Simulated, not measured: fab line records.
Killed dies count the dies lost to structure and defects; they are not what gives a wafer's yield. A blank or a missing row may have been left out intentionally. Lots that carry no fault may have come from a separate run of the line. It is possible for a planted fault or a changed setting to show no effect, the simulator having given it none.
Comparing a struck lot with a sound one / flow nand harc / 14 steps out of a route of 1159
Sound: wafers L450.2, L450.3, L450.6. Struck: wafer L457.3 (left out: L457.5, L457.6 of the same lot, which were not struck); the cause appears at the end.
Order at every step that has rows: each side's tool, ch and its chambers, its first start. Under that, the readings that differ: sound wafers / struck wafers / difference of the means / sigmas: that difference in standard deviations of wafers without a fault.
alike: same words and numbers on both sides, and readings whose means sit less than 2 such deviations apart. not compared: any withheld reading, any reading some wafer has no value for, any bound like >300 that may hide the same value, and any number with overlapping values for which the record gives no deviation.
A row with sigmas, a row that says differs or no value, or rows on one side alone: a step with any of these is where the two part. Non-overlapping numbers with no deviation appear without sigmas and do not part them. Lack of a reading on every wafer of one side parts them only where that side has two or more wafers.

first, 2 steps without rows for these wafers: NHARC_A_SOURCE_PLATE_CVD_03 (deposits poly-Si, target thk 200 nm, time 4000 s); NHARC_A_SOURCE_PLATE_ANNEAL_05 (time 1800 s).
NHARC_A_SOURCE_PLATE_THK_MEAS_06: measures by ellipsometry.
  sound on film metro-01 at day 8 03:10; struck on film metro-01 at day 9 21:16
  alike: thk nm
NHARC_A_SOURCE_PLATE_INSPECT_08:
  sound on defect inspect-01 at day 8 03:16; struck on defect inspect-01 at day 9 21:20
  alike: raw defect count
following that, 1 step holds no rows for these wafers, namely NHARC_A_ONON_D1_DEP_00 (target thickness 1000 nm).
NHARC_A_ONON_D1_THK_MEAS_02: measures by ellipsometry.
  sound on film metro-01 at day 8 03:51; struck on film metro-01 at day 9 21:56
  alike: thk nm
following that, 1 step holds no rows for these wafers, namely NHARC_A_ONON_D1_DEP_03 (target thickness 1000 nm).
NHARC_A_ONON_D1_THK_MEAS_05: measures by ellipsometry.
  sound on film metro-01 at day 8 04:25; struck on film metro-02 at day 9 22:37
  alike: thk nm
following that, 1 step holds no rows for these wafers, namely NHARC_A_ONON_D1_DEP_06 (target thickness 1000 nm).
NHARC_A_ONON_D1_THK_MEAS_08: measures by ellipsometry.
  sound on film metro-01 at day 8 04:59; struck on film metro-01 at day 9 23:19
  alike: thk nm
NHARC_A_ONON_D1_DEP_09: target thk 1000 nm.
  sound on pecvd onon-04 ch 0, day 8 05:06; struck on pecvd onon-04 ch 0, day 9 23:29
NHARC_A_ONON_D1_THK_MEAS_11: measures by ellipsometry.
  sound on film metro-01 at day 8 05:33; struck on film metro-02 at day 9 23:53
reading=thk nm (nm); sound=1008 1008 1009; struck=1373; difference=+365; sigmas=+40
following that, 1 step holds no rows for these wafers, namely NHARC_A_ONON_D1_DEP_12 (target thickness 1000 nm).
-- record jumps: 12 days between struck wafers' starts before vs after; left off in module A_ONON_D1, resumes in module END, first step shown is number 1159 of the route --
NHARC_END_SORT_01:
  only the struck wafers appear in the record here, on prober-01 ch 0 at day 21 14:26; the sound ones have no rows

== WHERE THEY PART ==
Earliest at NHARC_A_ONON_D1_THK_MEAS_11; latest, in this record, at NHARC_END_SORT_01.

WHY: what had been put in by the simulator
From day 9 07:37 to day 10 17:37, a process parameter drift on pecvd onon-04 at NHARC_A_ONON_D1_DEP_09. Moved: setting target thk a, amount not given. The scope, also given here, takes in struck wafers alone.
